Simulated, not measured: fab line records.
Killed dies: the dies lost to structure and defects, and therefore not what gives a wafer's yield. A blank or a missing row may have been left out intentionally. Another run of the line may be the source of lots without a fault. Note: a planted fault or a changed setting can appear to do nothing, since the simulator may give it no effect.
One fault through the eyes of 2 desks -- flow n5Finfet -- numbers are kept per desk, each desk with only its own; the story behind them comes last

AT THE METROLOGY DESK
What the gauges read, lot by lot, whatever tool the lot ran on: means of the sampled wafers that have a number. The brackets show how far a lot's mean lies from the usual mean; more than 4 standard deviations puts the lot out of limits, marked OUT.
Columns: A = CA_OVL at N5_MOL_CONTACT_COAG_OVL_MEAS_09, usual 0.1 nm
lot,first seen here,A
L323,day 5 07:27,0.2
L325,day 5 18:43,-0.4
L326,day 5 21:30,-0.0
L327,day 6 06:00,1.0
L331,day 7 04:44,0.2
L332,day 7 09:31,-0.1
L334,day 8 01:45,0.1
L335,day 8 05:37,0.5
L336,day 8 10:32,-0.2
L337,day 8 16:07,-0.1
L338,day 8 22:07,0.2
This desk's verdict: no lot among the 11 shows anything out of limits.

TOOL OWNER'S DESK, lithoTrack-01
The tool's own readings at N5_MOL_CONTACT_COAG_COAT_58 (time 60 s, resist thk 10 nm): means of the sampled wafers that have a number, for each lot that ran on this tool. The brackets show how far a lot's mean lies from the usual mean; more than 4 standard deviations puts the lot out of limits, marked OUT.
Columns: A = spinSpeedRpm at N5_MOL_CONTACT_COAG_COAT_58, usual 1500.0 rpm
lot,first seen here,A
L325,day 5 18:17,1500.8
L326,day 5 21:05,1499.9
L331,day 7 04:19,1500.4
L332,day 7 09:13,1500.3
L335,day 8 05:20,1183.0 (-99 or more) OUT
L337,day 8 15:50,1184.2 (-99 or more) OUT
This desk's finding: out of limits on L335, L337; first on L335, day 8 05:20 (spinSpeedRpm at N5_MOL_CONTACT_COAG_COAT_58). In limits: L325, L326, L331, L332.

TAKEN TOGETHER
The tool owner's desk had the chance to raise an alarm at day 8 05:20 on L335, L337.
Nothing out of limits was seen by the metrology desk.
The metrology desk has L335, L337 on record, within its limits.
The lots listed all ran N5_MOL_CONTACT_COAG_COAT_58 on lithoTrack-01.

WHAT THE SIMULATOR HAD PUT IN
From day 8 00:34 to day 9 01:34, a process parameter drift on lithoTrack-01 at N5_MOL_CONTACT_COAG_COAT_58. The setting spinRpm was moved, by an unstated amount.
Struck lots among those shown: L335, L337.
Hours from the fault's start to each desk's first reading out of limits: the tool owner's desk, 5.
